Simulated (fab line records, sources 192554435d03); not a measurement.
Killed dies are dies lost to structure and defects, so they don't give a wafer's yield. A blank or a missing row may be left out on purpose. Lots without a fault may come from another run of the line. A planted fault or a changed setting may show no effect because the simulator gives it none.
fab line records | flow n5_finfet
record lots=10 wafers=29 last_day=18
route steps=1938 shown SD_EPI_P@303 SD_ACTIVATION@330 ILD0@343 BEOL_M4@1111 PASSIVATION@1936
lots that met no fault: from a run of the same line without faults
start_h: hours from the record's first day to the start of the lot's first wafer shown | wait_h: hours since the lot's step before | " the same as in the row above | L1.1+2: a row that stands for several wafers | - no value, or no start given | * or withheld: withheld | < > ~ a bound
route shown NAME@n: a module of which the file shows steps, and the number in the route of the first | usual: mean/standard deviation of fault-free wafers | same: alike in all rows | chamber/n: place in a boat | sites: the reading at each site | _std_site: their standard deviation | _edge_site: outer sites' mean less inner sites' | radius_mm: how far each site lies from the wafer's centre | mask NAME#n: copy n | behind: the tool/chamber that last shaped the wafer | hold: why the lot was held/for how many hours/how that ended | device: the transistor (n, p or np) that didn't switch | end of line: the same wafers' tests at the end of the route | a step without rows: its recipe alone | killed: dies lost to structure and defects at the first sort, not the wafer's yield | map: a wafer's dies, x killed, . not, _ none there
set.NAME: the setting as run; set.NAME@STEP: as run at that earlier step | model.NAME: the simulator's own value behind a step, which no gauge read
steps of the route over a sample of lots; a table a step, a row a wafer
services: from which hour (start_h, from the record's first day; less than 0 if before it) a tool's chamber was out of use, for how many hours, and why
## steps
# step N5_SD_EPI_P_CD_MEAS_09
# recipe target_cd_nm=240 landing_energy_ev=500 detector=se_inlens
# usual cd_nm=239.6/1
# columns lot.wafer tool chamber start_h wait_h cd_nm
L129.1 cd_sem-02 0 54.83 - 240.2
L129.4 " 0 " " 238.9
L129.5 " 0 " " 239.6
L130.3 cd_sem-02 0 63.13 - 237.5
L130.4 " 0 " " 240.5
L130.6 " 0 " " 240.2
L132.2 cd_sem-02 0 71.44 - 239.6
L132.3 " 0 " " 239.2
L132.5 " 0 " " 241.1
L134.1 cd_sem-03 0 86.53 - 239.7
L134.2 " 0 " " 240.5
L134.5 " 0 " " 239.2
L136.2 cd_sem-03 0 98.49 - 240.5
L136.5 " 0 " " 239.6
L136.6 " 0 " " 240.2
L138.4 cd_sem-03 0 113.07 - 241.0
L138.5 " 0 " " 240.2
L138.6 " 0 " " 240.1
L139.2 cd_sem-03 0 114.86 - 242.0
L139.3 " 0 " " 240.5
L139.4 " 0 " " 241.2
L148.2 cd_sem-03 0 168.91 - 241.1
L148.6 " 0 " " 240.8
L151.1 cd_sem-01 0 187.09 - 239.5
L151.2 " 0 " " 239.3
L151.5 " 0 " " 239.0
L152.1 cd_sem-02 0 191.46 - 239.2
L152.2 " 0 " " 240.2
L152.4 " 0 " " 239.6
# step N5_SD_EPI_P_INSPECT_11
# recipe mode=adi inspect_instrument=macro
# usual raw_defect_count=2.0/1.4
# columns lot.wafer tool chamber start_h wait_h raw_defect_count
L129.1 defect_inspect-02 - 54.88 0.0 3
L129.4 " - " " 2
L129.5 " - " " 1
L130.3 defect_inspect-02 - 63.18 0.0 1
L130.4 " - " " 3
L130.6 " - " " 3
L132.2 defect_inspect-02 - 71.49 0.0 2
L132.3 " - " " 1
L132.5 " - " " 1
L134.1 defect_inspect-02 - 86.58 0.0 3
L134.2 " - " " 5
L134.5 " - " " 0
L136.2 defect_inspect-02 - 98.55 0.0 2
L136.5 " - " " 2
L136.6 " - " " 1
L138.4 defect_inspect-02 - 113.12 0.0 0
L138.5 " - " " 1
L138.6 " - " " 1
L139.2 defect_inspect-02 - 114.92 0.0 3
L139.3 " - " " 3
L139.4 " - " " 2
L148.2 defect_inspect-02 - 168.96 0.0 1
L148.6 " - " " 1
L151.1 defect_inspect-02 - 187.14 0.0 2
L151.2 " - " " 4
L151.5 " - " " 0
L152.1 defect_inspect-01 - 191.52 0.0 1
L152.2 " - " " 4
L152.4 " - " " 1
# step N5_SD_ACTIVATION_RTA_00
# recipe temp_c=975 time_s=0 ambient=N2 idle_temp_c=600 ramp_up_c_per_s=150 ramp_down_c_per_s=60 cool_to_c=600
# usual lamp_power_pct=8.95/0.052 lamp_zone_1_pct=8.947/0.026 lamp_zone_2_pct=8.951/0.023 lamp_zone_3_pct=8.952/0.027 lamp_zone_4_pct=8.950/0.027 lamp_zone_5_pct=8.955/0.027 lamp_zone_6_pct=8.877/0.024 lamp_zone_7_pct=9.350/0.025 wafer_temp_C_max=975.1/2
# columns lot.wafer tool chamber start_h wait_h lamp_power_pct lamp_zone_1_pct lamp_zone_2_pct lamp_zone_3_pct lamp_zone_4_pct lamp_zone_5_pct lamp_zone_6_pct lamp_zone_7_pct wafer_temp_C_max
L129.1 rtp_anneal-01 0 58.93 0.0 8.92 8.964 8.952 8.949 8.953 8.957 8.901 9.335 976.7
L129.4 " 0 " " 8.83 8.930 8.998 8.967 8.947 9.029 8.915 9.343 977.8
L129.5 " 0 " " 8.95 8.952 8.950 8.964 8.912 8.950 8.902 9.381 975.4
L130.3 rtp_anneal-02 0 67.02 0.1 8.93 8.924 8.964 8.960 8.957 8.933 8.869 9.398 977.3
L130.4 " 0 " " 8.99 8.928 8.986 8.987 8.936 8.958 8.878 9.332 975.9
L130.6 " 0 " " 8.88 8.959 8.954 8.987 8.972 8.923 8.830 9.337 976.2
L132.2 rtp_anneal-01 0 76.26 0.1 9.03 8.906 8.962 8.945 8.944 8.944 8.846 9.360 978.2
L132.3 " 0 " " 8.85 9.010 8.927 8.936 8.935 8.949 8.891 9.318 977.6
L132.5 " 0 " " 8.97 8.948 8.960 8.978 8.944 8.939 8.865 9.378 976.2
L134.1 rtp_anneal-01 0 90.52 0.1 8.99 8.957 8.932 8.952 8.934 8.920 8.875 9.349 981.0
L134.2 " 0 " " 9.02 8.944 8.948 8.903 8.978 8.957 8.853 9.357 977.5
L134.5 " 0 " " 8.92 8.943 8.937 8.942 8.962 8.919 8.875 9.365 974.7
L136.2 rtp_anneal-01 0 102.59 0.1 8.92 8.925 8.919 8.972 8.992 8.913 8.856 9.383 977.0
L136.5 " 0 " " 8.91 8.934 8.966 8.916 8.991 8.993 8.856 9.346 975.1
L136.6 " 0 " " 9.01 8.928 8.984 8.922 8.969 8.927 8.866 9.355 975.4
L138.4 rtp_anneal-01 0 119.00 0.1 9.29 9.223 9.195 9.245 9.187 9.213 9.139 9.645 978.4
L138.5 " 0 " " 9.26 9.168 9.273 9.236 9.236 9.206 9.144 9.621 972.7
L138.6 " 0 " " 9.16 9.241 9.230 9.235 9.233 9.221 9.142 9.677 978.8
L139.2 rtp_anneal-01 0 119.93 0.1 9.23 9.192 9.222 9.242 9.236 9.232 9.146 9.658 970.9
L139.3 " 0 " " 9.38 9.211 9.256 9.251 9.231 9.249 9.138 9.644 978.0
L139.4 " 0 " " 9.17 9.202 9.260 9.302 9.212 9.247 9.155 9.647 975.8
L148.2 rtp_anneal-02 0 172.82 0.1 9.00 8.970 8.941 8.949 8.995 8.961 8.901 9.347 973.6
L148.6 " 0 " " 8.92 8.950 8.900 8.969 9.007 8.952 8.909 9.328 974.6
L151.1 rtp_anneal-01 0 191.79 0.0 8.99 8.901 8.926 8.912 8.954 8.951 8.874 9.314 976.2
L151.2 " 0 " " 8.97 8.959 8.938 8.983 8.925 8.974 8.878 9.364 975.2
L151.5 " 0 " " 9.00 8.965 8.954 8.955 8.940 9.001 8.894 9.335 978.4
L152.1 rtp_anneal-01 0 196.21 0.1 8.87 8.927 8.945 8.962 8.978 8.917 8.880 9.349 972.5
L152.2 " 0 " " 8.94 8.954 8.961 8.977 8.970 8.976 8.881 9.385 973.0
L152.4 " 0 " " 8.97 8.922 8.960 8.946 8.966 8.946 8.842 9.390 972.6
# step N5_ILD0_ALD_15
# recipe material=SiNx target_thk_a=240 temp_c=400 ald_precursor_family=SiH2I2 ald_co_reactant=N2/H2-plasma pulse_time_s=1 ald_cycles=480 purge_time_s=2 co_reactant_purge_time_s=2 pressure_torr=2
# usual heater_power_w=845/54 precursor_pulse_height_rel=0.996/0.02
# columns lot.wafer tool chamber start_h wait_h heater_power_w precursor_pulse_height_rel
L129.1 ald_sin-02 1 63.91 0.6 804 0.951
L129.4 " 2 " " 831 0.995
L129.5 " 2 64.99 1.2 812 1.006
L130.3 ald_sin-02 2 71.71 0.6 832 0.989
L130.4 " 0 " " 861 0.993
L130.6 " 1 72.79 1.4 828 1.035
L132.2 ald_sin-01 1 81.39 0.5 885 0.989
L132.3 " 2 " " 878 0.958
L132.5 " 0 82.47 1.2 917 0.981
L134.1 ald_sin-04 1 95.00 0.6 833 0.969
L134.2 " 2 " " 789 1.000
L134.5 " 0 96.08 1.2 825 1.029
L136.2 ald_sin-01 1 107.04 0.5 867 0.984
L136.5 " 1 108.13 1.2 896 0.982
L136.6 " 2 " " 880 0.975
L138.4 ald_sin-04 2 123.40 0.2 777 0.976
L138.5 " 3 124.48 1.2 900 1.015
L138.6 " 0 " " 812 0.976
L139.2 ald_sin-02 1 125.16 0.9 764 0.992
L139.3 " 0 " " 792 0.995
L139.4 " 2 " " 802 0.994
L148.2 ald_sin-01 3 177.29 0.5 951 1.018
L148.6 " 0 178.37 1.1 914 0.963
L151.1 ald_sin-02 3 196.27 0.6 827 0.978
L151.2 " 2 " " 810 1.039
L151.5 " 3 197.36 1.2 851 1.011
L152.1 ald_sin-02 0 200.78 0.6 786 0.999
L152.2 " 2 " " 796 0.989
L152.4 " 1 " " 774 1.004
# step N5_BEOL_M4_RC_MEAS_101
# usual DIBL_N=37.1/2.4 DIBL_P=37/3 IOFF_N=0.18/0.053 IOFF_N_85C=3.4/0.83 IOFF_N_LIN=0.078/0.017 IOFF_P=0.21/0.05 ION_N=674/14 ION_P=459/9.2 REXT_N=74.9/1.5 SS_N=72.1/0.9 SS_P=73.4/0.89 VT_N=250/3.8 VT_P=-251/3.7
# columns lot.wafer tool chamber start_h wait_h DIBL_N[mV/V] DIBL_P[mV/V] IOFF_N[nA/um] IOFF_N_85C[nA/um] IOFF_N_LIN[nA/um] IOFF_P[nA/um] ION_N[uA/um] ION_P[uA/um] REXT_N[ohm.um] SS_N[mV/dec] SS_P[mV/dec] VT_N[mV] VT_P[mV]
L129.1 prober-02 0 179.75 0.0 39.7 42 0.23 4.2 0.100 0.30 684 470 75.8 72.4 74.6 245 -248
L129.4 " 0 " " 38.3 39 0.19 3.4 0.080 0.22 667 455 75.6 71.9 73.9 249 -253
L129.5 " 0 " " 39.1 41 0.21 3.9 0.092 0.27 673 467 76.5 72.2 74.2 245 -248
L130.3 prober-01 0 182.98 0.3 39.5 40 0.21 3.9 0.089 0.29 680 466 76.8 72.7 74.0 248 -246
L130.4 " 0 " " 36.7 37 0.15 2.9 0.068 0.22 671 461 76.4 71.6 73.3 251 -251
L130.6 " 0 " " 34.4 33 0.13 2.6 0.055 0.17 654 450 76.8 71.9 71.9 255 -253
L134.1 prober-02 0 205.69 0.0 40.3 37 0.26 4.6 0.076 0.19 659 447 76.7 74.5 73.1 250 -253
L134.2 " 0 " " 35.2 35 0.13 2.5 0.059 0.16 654 445 77.2 70.6 73.0 253 -254
L134.5 " 0 " " 36.3 36 0.14 2.8 0.064 0.17 655 441 77.9 71.5 72.5 252 -254
L132.2 prober-01 0 205.80 0.2 37.7 39 0.20 3.8 0.090 0.25 688 467 75.9 71.6 73.7 248 -248
L132.3 " 0 " " 36.7 37 0.19 3.6 0.085 0.23 681 464 76.1 72.0 72.7 245 -248
L132.5 " 0 " " 37.9 38 0.20 3.7 0.083 0.23 664 453 77.4 73.0 73.8 247 -248
L136.2 prober-02 0 213.79 0.2 36.1 34 0.14 2.8 0.066 0.20 674 464 73.6 72.4 72.6 252 -250
L136.5 " 0 " " 33.4 31 0.11 2.3 0.055 0.16 656 453 74.5 71.2 71.6 256 -252
L136.6 " 0 " " 36.5 36 0.15 3.0 0.073 0.22 677 474 74.1 72.2 73.4 253 -250
L138.4 prober-01 0 230.08 0.5 47.9 39 0.51 8.3 0.139 0.23 710 459 65.6 76.6 74.8 241 -252
L138.5 " 0 " " 41.0 34 0.21 4.0 0.082 0.16 689 456 64.8 73.7 73.1 249 -255
L138.6 " 0 " " 43.1 37 0.29 5.3 0.115 0.21 718 461 65.5 73.5 74.0 241 -251
L139.2 prober-02 0 234.89 0.2 46.5 37 0.59 9.4 0.134 0.22 720 463 67.6 77.8 73.9 238 -250
L139.3 " 0 " " 43.6 41 0.33 5.7 0.126 0.27 709 465 67.7 72.9 74.3 242 -249
L139.4 " 0 " " 45.6 41 0.43 7.2 0.139 0.27 712 459 67.9 75.9 75.0 241 -248
L148.2 prober-02 0 285.46 0.2 42.6 45 0.30 5.4 0.116 0.31 698 471 72.5 73.4 75.3 245 -246
L148.6 " 0 " " 43.0 45 0.30 5.2 0.115 0.32 693 462 72.4 73.8 75.1 244 -247
L151.1 prober-01 0 309.62 0.0 36.6 37 0.17 3.2 0.075 0.18 682 459 74.1 72.2 72.7 251 -256
L151.2 " 0 " " 34.7 35 0.14 2.8 0.067 0.16 665 446 75.4 71.2 73.3 251 -255
L151.5 " 0 " " 34.5 35 0.14 2.7 0.066 0.16 670 458 74.1 70.7 73.3 252 -258
L152.1 prober-01 0 312.45 0.0 34.9 35 0.13 2.6 0.063 0.16 662 456 77.1 71.0 73.0 254 -253
L152.2 " 0 " " 37.6 38 0.16 3.2 0.072 0.19 662 448 76.4 71.7 73.5 254 -253
L152.4 " 0 " " 37.8 39 0.19 3.6 0.083 0.22 681 460 75.5 71.8 73.7 249 -252
# step N5_PASSIVATION_PROBE_49
# usual defect_limited_yield=91.6/1.4 killed_at_M0_to_M3=32/9.5 killed_at_M4_up=13/6 killed_at_contacts=12/5.6 killed_at_front_end=39/11 killed_at_other=2.8/2.3 killed_dies=99/16 killed_open=65/12 killed_short=32/7.6 sort_bin_4_leakage=0.1/0.88 sort_bin_5_function=4.8/0.88 sort_bin_6_memory=3.2/0.65 sort_n_pass=1077/29 sort_yield_pct=91.2/2.5
# same gross_dies=1180 killed_at_back_side=0 sort_bin_8_speed[%]=0
# columns lot.wafer tool chamber start_h wait_h defect_limited_yield[%] killed_at_M0_to_M3 killed_at_M4_up killed_at_contacts killed_at_front_end killed_at_other killed_dies killed_open killed_short sort_bin_4_leakage[%] sort_bin_5_function[%] sort_bin_6_memory[%] sort_n_pass sort_yield_pct[%]
L138.4 prober-01 - 335.43 0.2 89.4 36 20 12 54 3 125 72 52 58.6 6.8 3.2 364 30.8
L138.5 prober-01 - 335.48 0.2 91.9 36 15 18 23 3 95 62 31 0 5.1 2.6 1085 91.9
L138.6 prober-01 - 335.53 0.3 87.7 37 26 13 56 13 145 83 48 0.4 6.2 4.5 1030 87.3
L139.2 prober-02 - 343.54 0.1 91.0 28 14 12 49 3 106 69 37 82.6 4.8 3.7 99 8.4
L139.3 prober-02 - 343.59 0.1 91.3 24 9 14 51 5 103 76 27 2.4 4.9 3.3 1049 88.9
L139.4 prober-02 - 343.64 0.2 91.2 44 11 6 38 5 104 72 32 27.5 5.2 3.3 752 63.7
# killed by level:class
L138.4 BEOL_M0_SAQP:geometric_particle:short=18 FIN_SAQP:geometric_particle:open=12 BEOL_M0_SAQP:geometric_particle:open=12 BEOL_M4:geometric_particle:open=11 FIN_SAQP:geometric_particle:short=10 MOL_CONTACT_COAG:geometric_particle:open=10 GATE_CUT:geometric_particle:short=6 STI_FIN_REVEAL:geometric_particle:open=5
L138.5 MOL_CONTACT_COAG:geometric_particle:open=16 BEOL_M0_SAQP:geometric_particle:open=14 BEOL_M0_SAQP:geometric_particle:short=13 FIN_SAQP:geometric_particle:short=6 STI_FIN_REVEAL:geometric_particle:open=5 BEOL_M4:geometric_particle:open=5 FIN_SAQP:geometric_particle:open=4 BEOL_M4:geometric_particle:short=4
L138.6 BEOL_M4:geometric_particle:open=14 BEOL_M0_SAQP:geometric_particle:open=13 BEOL_M0_SAQP:geometric_particle:short=12 FIN_SAQP:geometric_particle:open=11 MOL_CONTACT_COAG:geometric_particle:open=10 HKMG_FIN:area_etch=10 FIN_SAQP:geometric_particle:short=9 BEOL_M1:geometric_particle:open=6
L139.2 FIN_SAQP:geometric_particle:open=16 FIN_SAQP:geometric_particle:short=10 MOL_CONTACT_COAG:geometric_particle:open=10 BEOL_M2:geometric_particle:open=8 BEOL_M3:geometric_particle:open=7 STI_FIN_REVEAL:geometric_particle:open=6 BEOL_M4:geometric_particle:open=5 BEOL_M0_SAQP:geometric_particle:short=4
L139.3 FIN_SAQP:geometric_particle:open=16 STI_FIN_REVEAL:geometric_particle:open=14 MOL_CONTACT_COAG:geometric_particle:open=11 BEOL_M1:geometric_particle:open=6 FIN_SAQP:geometric_particle:short=5 BEOL_M0_SAQP:geometric_particle:open=5 STARTING-WAFER:geometric_particle:open=5 STI_FIN_REVEAL:geometric_particle:short=4
L139.4 BEOL_M2:geometric_particle:open=14 BEOL_M1:geometric_particle:open=13 FIN_SAQP:geometric_particle:open=11 FIN_SAQP:geometric_particle:short=7 MOL_CONTACT_COAG:geometric_particle:open=5 STARTING-WAFER:geometric_particle:short=5 STI_FIN_REVEAL:geometric_particle:open=4 BEOL_M0_SAQP:geometric_particle:short=4
## services
# columns tool chamber start_h hours kind
ald_sin-04 2 35.74 6.9 repair
ald_sin-01 - 67.11 6.0 pm
ald_sin-02 - 85.25 14.0 pm
ald_sin-02 0 85.25 14.0 vent_cycle
ald_sin-02 1 85.25 14.0 vent_cycle
ald_sin-02 2 85.25 14.0 vent_cycle
ald_sin-02 3 85.25 14.0 vent_cycle
ald_sin-02 0 99.25 - clean
ald_sin-02 1 99.25 - clean
ald_sin-02 2 99.25 - clean
ald_sin-02 3 99.25 - clean
ald_sin-04 0 100.88 8.9 repair
## key
first_sign step=N5_SD_ACTIVATION_RTA_00 reading=lamp_zone_2_pct direction=up sigmas=13 usual=* struck=*
effect step=N5_SD_ACTIVATION_RTA_00 reading=lamp_zone_7_pct direction=up sigmas=12 usual=* struck=*
effect step=N5_BEOL_M4_RC_MEAS_101 reading=REXT_N direction=down sigmas=5.4 usual=74.9 struck=66.5
effect step=N5_BEOL_M4_RC_MEAS_101 reading=IOFF_N direction=up sigmas=4.1 usual=0.18 struck=0.39
effect step=N5_BEOL_M4_RC_MEAS_101 reading=IOFF_N_85C direction=up sigmas=3.9 usual=3.4 struck=6.7
effect step=N5_BEOL_M4_RC_MEAS_101 reading=SS_N direction=up sigmas=3.3 usual=72.1 struck=75.0 wafers_moved=4
effect step=N5_BEOL_M4_RC_MEAS_101 reading=DIBL_N direction=up sigmas=3.1 usual=37.1 struck=44.6
effect step=N5_BEOL_M4_RC_MEAS_101 reading=IOFF_N_LIN direction=up sigmas=2.7 usual=0.078 struck=0.122 wafers_moved=5
effect step=N5_BEOL_M4_RC_MEAS_101 reading=ION_N direction=up sigmas=2.5 usual=674 struck=710
effect step=N5_BEOL_M4_RC_MEAS_101 reading=VT_N direction=down sigmas=2 usual=250 struck=242
effect step=N5_PASSIVATION_PROBE_49 reading=sort_bin_4_leakage direction=up sigmas=32 usual=0.1 struck=28.6 wafers_moved=4
met_at N5_SD_ACTIVATION_RTA_00
struck_lots L138,L139
baseline_loss step=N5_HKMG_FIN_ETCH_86 wafers=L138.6
not_acting_at N5_SD_EPI_P_CD_MEAS_09,N5_SD_EPI_P_INSPECT_11,N5_ILD0_ALD_15
onset_between 102.59 119.00
fault kind=process_parameter_drift tool=rtp_anneal-01 chamber=- onset_h=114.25 steps=N5_SD_ACTIVATION_RTA_00 channel=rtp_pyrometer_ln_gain offset=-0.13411 shape=step end_h=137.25
# baseline_loss: these wafers lose ten dies or more at that step, a loss of the line's own and not of a fault; the sort's usual values leave them out
